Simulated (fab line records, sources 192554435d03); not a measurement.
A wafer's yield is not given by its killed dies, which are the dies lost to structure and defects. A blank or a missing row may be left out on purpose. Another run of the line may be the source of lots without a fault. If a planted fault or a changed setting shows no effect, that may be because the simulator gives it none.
Split-lot experiment -- flow n5_finfet -- route with 1938 steps; 7 lots, 21 wafers read

THE SPLIT
At N5_SD_EPI_N_ETCH_45 (etches SiOCN in CH3F/O2, target depth 6 nm), the setting target_depth_a was moved away from the recipe's 60 angstrom on 9 of the 21 wafers read, by -12.1% to +7.0%. The other wafers ran this setting at the recipe's value.

The reading comes from the split's own step.

THE READING
etch.depth_nm (the simulator's own value, which no gauge read), in nm, at N5_SD_EPI_N_ETCH_45 (etches SiOCN in CH3F/O2, target depth 6 nm). The file gives no usual value for it. The 12 wafers here that ran the recipe average 5.962 nm, standard deviation 0.082 nm.

wafer,"tool, chamber at the split","target_depth_a as run, angstrom",against the recipe,"etch.depth_nm, nm",against lot-mates on the recipe
L074.3,"rie_diel-05, 3",54.83,-8.6%,5.537,-0.491
L074.4,"rie_diel-05, 2",54.83,-8.6%,5.412,-0.616
L074.5,"rie_diel-05, 0",60,recipe,6.028,-
L076.1,"rie_diel-04, 1",52.74,-12.1%,5.36,-0.728
L076.4,"rie_diel-04, 3",52.74,-12.1%,5.445,-0.643
L076.6,"rie_diel-04, 1",60,recipe,6.088,-
L080.2,"rie_diel-01, 2",56.65,-5.6%,5.666,-0.386
L080.5,"rie_diel-01, 0",56.65,-5.6%,5.606,-0.446
L080.6,"rie_diel-01, 1",60,recipe,6.052,-
L081.3,"rie_diel-01, 3",64.18,+7.0%,6.451,+0.481
L081.4,"rie_diel-01, 0",60,recipe,5.915,-
L081.6,"rie_diel-01, 1",60,recipe,6.024,-
L088.1,"rie_diel-05, 1",60,recipe,5.853,-
L088.2,"rie_diel-05, 2",60,recipe,5.997,-
L088.5,"rie_diel-05, 2",60,recipe,6.028,-
L090.1,"rie_diel-01, 2",52.97,-11.7%,5.301,-0.645
L090.4,"rie_diel-01, 0",60,recipe,5.946,-
L090.6,"rie_diel-01, 0",52.97,-11.7%,5.275,-0.671
L097.1,"rie_diel-05, 1",60,recipe,5.816,-
L097.2,"rie_diel-05, 0",60,recipe,5.914,-
L097.5,"rie_diel-05, 1",60,recipe,5.885,-

THE FIT
A straight line over all 21 wafers: etch.depth_nm changes by +0.0549 nm for each +1% of target_depth_a; r = +0.97; the points scatter about the line by 0.083 nm.
The same after taking each lot's own level away (the mean of its wafers on the recipe; 21 wafers): +0.0599 nm for each +1%; r = +0.98; scatter 0.06 nm.
The reading moves by 0.72 nm for the largest change in target_depth_a, on that fit.
From 5.8717 to 6.0880 nm: that is the span of the lots' own levels, equal to 2.6 times the standard deviation above.
Hence the lot-to-lot level has little effect on the slope; both slopes agree.
Check: -0.725 nm against its lot-mates is what the line predicts for one of the wafers moved furthest among these (-12.1%) when that wafer is left out of the fit. It came out at -0.728 nm against them.

OTHER SPLITS ON THESE WAFERS
These wafers also went through other splits before the reading. Each is held against what the fit with the lots' levels taken away leaves over:
other split on the same wafers,wafers away from the commonest value,r with etch.depth_nm (lot level and that fit taken away)
N5_ZERO_LAYER_EXPOSE_08 dose_mj,5,-0.20
N5_ZERO_LAYER_PEB_09 peb_time_s,as run: not given for these wafers,-
N5_WELL_APT_EXPOSE_05 dose_mj,9,+0.01
N5_WELL_APT_DEVELOP_07 develop_time_s,4,+0.14
N5_FIN_CUT_EXPOSE_05 dose_mj,9,-0.10

FILE'S OWN FIT
etch.depth_nm changes by +0.0605 nm for each +1% of target_depth_a, r = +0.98.
